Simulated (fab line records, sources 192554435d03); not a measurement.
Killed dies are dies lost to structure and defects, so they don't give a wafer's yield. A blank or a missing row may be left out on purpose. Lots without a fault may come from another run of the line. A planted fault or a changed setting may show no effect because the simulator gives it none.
Split-lot experiment | flow n5_finfet | 7 lots, 21 wafers read, on a route of 1938 steps

THE SPLIT
At N5_BEOL_M15_SPUTTER_44 (material Ta, target thk 15 nm, time 24.19 s), the setting power_w was moved away from the recipe's 15000 W on 8 of the 21 wafers read, by -12.3% to +16.9%. The other wafers ran this setting at the recipe's value.

The reading is taken at the split's own step.

THE READING
Ta_of_BEOL_M15_SPUTTER_44.thk_nm (the simulator's own value, which no gauge read), in nm, at N5_BEOL_M15_SPUTTER_44 (material Ta, target thk 15 nm, time 24.19 s). The file gives no usual value for it. The 13 wafers here that ran the recipe average 15.0 nm, standard deviation 0.23 nm.

wafer  | tool, chamber at the split | power_w as run, W | against the recipe | Ta_of_BEOL_M15_SPUTTER_44.thk_nm, nm | against lot-mates on the recipe
L084.2 | pvd_sputter-03, -          | 15000             | recipe             | 15.4                                 | -
L084.4 | pvd_sputter-03, -          | 15000             | recipe             | 15.2                                 | -
L084.5 | pvd_sputter-03, -          | 16580             | +10.5%             | 17                                   | +1.7
L083.2 | pvd_sputter-02, -          | 15000             | recipe             | 14.6                                 | -
L083.5 | pvd_sputter-02, -          | 16320             | +8.8%              | 16                                   | +1.4
L083.6 | pvd_sputter-02, -          | 16320             | +8.8%              | 16.2                                 | +1.6
L086.1 | pvd_sputter-02, -          | 15000             | recipe             | 15                                   | -
L086.4 | pvd_sputter-02, -          | 15000             | recipe             | 15                                   | -
L086.6 | pvd_sputter-02, -          | 15000             | recipe             | 15.2                                 | -
L089.1 | pvd_sputter-03, -          | 13150             | -12.3%             | 13.4                                 | -1.8
L089.4 | pvd_sputter-03, -          | 13150             | -12.3%             | 13.2                                 | -2.0
L089.5 | pvd_sputter-03, -          | 15000             | recipe             | 15.2                                 | -
L091.1 | pvd_sputter-01, -          | 16410             | +9.4%              | 16                                   | +1.4
L091.2 | pvd_sputter-01, -          | 16410             | +9.4%              | 16                                   | +1.4
L091.3 | pvd_sputter-01, -          | 15000             | recipe             | 14.6                                 | -
L093.1 | pvd_sputter-02, -          | 17530             | +16.9%             | 17.6                                 | +2.5
L093.4 | pvd_sputter-02, -          | 15000             | recipe             | 15.2                                 | -
L093.6 | pvd_sputter-02, -          | 15000             | recipe             | 15                                   | -
L096.4 | pvd_sputter-02, -          | 15000             | recipe             | 14.8                                 | -
L096.5 | pvd_sputter-02, -          | 15000             | recipe             | 15                                   | -
L096.6 | pvd_sputter-02, -          | 15000             | recipe             | 15                                   | -

THE FIT
A straight line over all 21 wafers: Ta_of_BEOL_M15_SPUTTER_44.thk_nm changes by +0.14 nm for each +1% of power_w; r = +0.97; the points scatter about the line by 0.26 nm.
The same after taking each lot's own level away (the mean of its wafers on the recipe; 21 wafers): +0.155 nm for each +1%; r = +1.00; scatter 0.1 nm.
On that fit, the largest move of power_w shifts the reading by 2.6 nm.
The lots' own levels span 14.60 to 15.30 nm, that is 3.1 times the standard deviation above.
So the lot-to-lot level changes the slope little: the two slopes agree.
Check: with one of the wafers moved furthest among these (+16.9%) left out of the fit, the line predicts +2.66 nm for it against its lot-mates. It came out at +2.5 nm against them.

OTHER SPLITS ON THESE WAFERS
These wafers also went through other splits before the reading. Each is held against what the fit with the lots' levels taken away leaves over:
other split on the same wafers     | wafers away from the commonest value | r with Ta_of_BEOL_M15_SPUTTER_44.thk_nm (lot level and that fit taken away)
N5_BEOL_M9_DEP_56 time_s           | 6                                    | +0.01
N5_BEOL_M10_HM_DEP_02 target_thk_a | 9                                    | -0.37
N5_BEOL_M11_PECVD_70 time_s        | 6                                    | +0.23
N5_BEOL_M11_COAT_59 spin_rpm       | 9                                    | -0.27
N5_BEOL_M14_TRENCH_ETCH_34 time_s  | 7                                    | -0.10

THE FILE'S OWN FIT
Ta_of_BEOL_M15_SPUTTER_44.thk_nm changes by +0.154 nm for each +1% of power_w, r = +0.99.
